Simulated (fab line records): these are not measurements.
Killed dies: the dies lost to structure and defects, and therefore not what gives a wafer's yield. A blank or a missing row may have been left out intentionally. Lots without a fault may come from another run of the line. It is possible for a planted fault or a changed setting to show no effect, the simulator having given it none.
What tool caused it? || flow n5Finfet || 25 wafers from 9 lots sampled at 5 of the route's 1938 steps

WHAT EACH GAUGE READ, for each wafer
N5_BEOL_M4_RC_MEAS_101.
{"lot": "L369", "measured": "day 8 00:44", "on": "prober-01", "DIBL_N (mV/V)": "37.3 35.4"}
{"lot": "L373", "measured": "day 9 03:22", "on": "prober-01", "DIBL_N (mV/V)": "38.7 36.1 33.1"}
{"lot": "L375", "measured": "day 9 22:17", "on": "prober-01", "DIBL_N (mV/V)": "36.5 34.2 35.0"}
{"lot": "L377", "measured": "day 9 23:51", "on": "prober-02", "DIBL_N (mV/V)": "37.8 35.3 35.8"}
{"lot": "L379", "measured": "day 10 14:30", "on": "prober-01", "DIBL_N (mV/V)": "38.5 32.9 37.7"}
{"lot": "L380", "measured": "day 11 07:55", "on": "prober-01", "DIBL_N (mV/V)": "34.9 35.5"}
{"lot": "L382", "measured": "day 11 07:28", "on": "prober-02", "DIBL_N (mV/V)": "36.8 37.0 36.8"}
{"lot": "L383", "measured": "day 12 00:31", "on": "prober-01", "DIBL_N (mV/V)": "35.9 34.5 33.3"}
{"lot": "L391", "measured": "day 13 18:21", "on": "prober-02", "DIBL_N (mV/V)": "36.0 35.7 35.6"}

EACH LOT AND THE TOOL THAT RAN IT (in order: tool; ch and the chambers of the sampled wafers; start)
{"lot": "L369", "N5_HKMG_FIN_HK_ANNEAL_02": "rtpAnneal-02 ch 0, day 4 05:42", "N5_HKMG_FIN_DESCUM_53": "rieDiel-06 ch 1, day 4 06:44", "N5_HKMG_FIN_PWFM_ALD_03": "aldMetal-02 ch 2,3, day 4 09:11", "N5_HKMG_FIN_ETCH_32": "rieDiel-04 ch 0,1, day 4 10:15"}
{"lot": "L373", "N5_HKMG_FIN_HK_ANNEAL_02": "rtpAnneal-01 ch 0, day 5 09:17", "N5_HKMG_FIN_DESCUM_53": "rieDiel-06 ch 0,1,2, day 5 10:06", "N5_HKMG_FIN_PWFM_ALD_03": "aldMetal-04 ch 0,1,3, day 5 12:35", "N5_HKMG_FIN_ETCH_32": "rieDiel-01 ch 0,2, day 5 13:37"}
{"lot": "L375", "N5_HKMG_FIN_HK_ANNEAL_02": "rtpAnneal-02 ch 0, day 5 18:35", "N5_HKMG_FIN_DESCUM_53": "rieDiel-06 ch 2,3, day 5 19:25", "N5_HKMG_FIN_PWFM_ALD_03": "aldMetal-03 ch 1,3, day 5 21:56", "N5_HKMG_FIN_ETCH_32": "rieDiel-01 ch 0,1,2, day 5 22:56"}
{"lot": "L377", "N5_HKMG_FIN_HK_ANNEAL_02": "rtpAnneal-01 ch 0, day 6 06:07", "N5_HKMG_FIN_DESCUM_53": "rieDiel-04 ch 1,3, day 6 06:59", "N5_HKMG_FIN_PWFM_ALD_03": "aldMetal-02 ch 0,1,2, day 6 09:29", "N5_HKMG_FIN_ETCH_32": "rieDiel-06 ch 1,2, day 6 10:31"}
{"lot": "L379", "N5_HKMG_FIN_HK_ANNEAL_02": "rtpAnneal-01 ch 0, day 6 18:08", "N5_HKMG_FIN_DESCUM_53": "rieDiel-01 ch 0,1,3, day 6 18:59", "N5_HKMG_FIN_PWFM_ALD_03": "aldMetal-04 ch 0,3, day 6 21:29", "N5_HKMG_FIN_ETCH_32": "rieDiel-01 ch 0,1, day 6 22:42"}
{"lot": "L380", "N5_HKMG_FIN_HK_ANNEAL_02": "rtpAnneal-01 ch 0, day 6 23:01", "N5_HKMG_FIN_DESCUM_53": "rieDiel-06 ch 0,1, day 6 23:52", "N5_HKMG_FIN_PWFM_ALD_03": "aldMetal-02 ch 0,1, day 7 02:31", "N5_HKMG_FIN_ETCH_32": "rieDiel-04 ch 1,2, day 7 03:16"}
{"lot": "L382", "N5_HKMG_FIN_HK_ANNEAL_02": "rtpAnneal-02 ch 0, day 7 09:55", "N5_HKMG_FIN_DESCUM_53": "rieDiel-06 ch 0,1,3, day 7 10:57", "N5_HKMG_FIN_PWFM_ALD_03": "aldMetal-02 ch 0,3, day 7 13:33", "N5_HKMG_FIN_ETCH_32": "rieDiel-06 ch 1,3, day 7 14:46"}
{"lot": "L383", "N5_HKMG_FIN_HK_ANNEAL_02": "rtpAnneal-01 ch 0, day 7 15:41", "N5_HKMG_FIN_DESCUM_53": "rieDiel-01 ch 0,2,3, day 7 16:33", "N5_HKMG_FIN_PWFM_ALD_03": "aldMetal-02 ch 0,2,3, day 7 18:59", "N5_HKMG_FIN_ETCH_32": "rieDiel-01 ch 0,3, day 7 19:53"}
{"lot": "L391", "N5_HKMG_FIN_HK_ANNEAL_02": "rtpAnneal-01 ch 0, day 9 18:06", "N5_HKMG_FIN_DESCUM_53": "rieDiel-06 ch 0,2, day 9 18:53", "N5_HKMG_FIN_PWFM_ALD_03": "aldMetal-03 ch 0,3, day 9 21:28", "N5_HKMG_FIN_ETCH_32": "rieDiel-06 ch 0,2,3, day 9 22:23"}
- N5_HKMG_FIN_HK_ANNEAL_02: time 30 s.
- N5_HKMG_FIN_DESCUM_53: chemistry O2, time 7.9 s.
- N5_HKMG_FIN_PWFM_ALD_03: deposits TiN, target thk 2 nm, pulse time 1 s, purge time 3 s.
- N5_HKMG_FIN_ETCH_32: etches SOC in N2/H2, target depth 240 nm, time 300 s.

THE ANSWER, worked out from the rows above alone
Rule: the usual values come from the lots themselves. The widest of any qualifying gaps counts: lots, ordered by their means at a reading, are off when they make up no more than a third of the lots, leave a main group of 4 or more, and stand apart from it by 3 or more times the standard deviation of that group's means. A main group is skipped when, at the precision printed for the reading in the tables above, its means are all equal. Also off: a lot with no number at a reading for which 4 or more lots have one. All remaining lots with rows at the step are treated as sound.
No lot is off on any of the readings shown, so nothing can be concluded from this.

WHAT THE SIMULATOR HAD INSERTED
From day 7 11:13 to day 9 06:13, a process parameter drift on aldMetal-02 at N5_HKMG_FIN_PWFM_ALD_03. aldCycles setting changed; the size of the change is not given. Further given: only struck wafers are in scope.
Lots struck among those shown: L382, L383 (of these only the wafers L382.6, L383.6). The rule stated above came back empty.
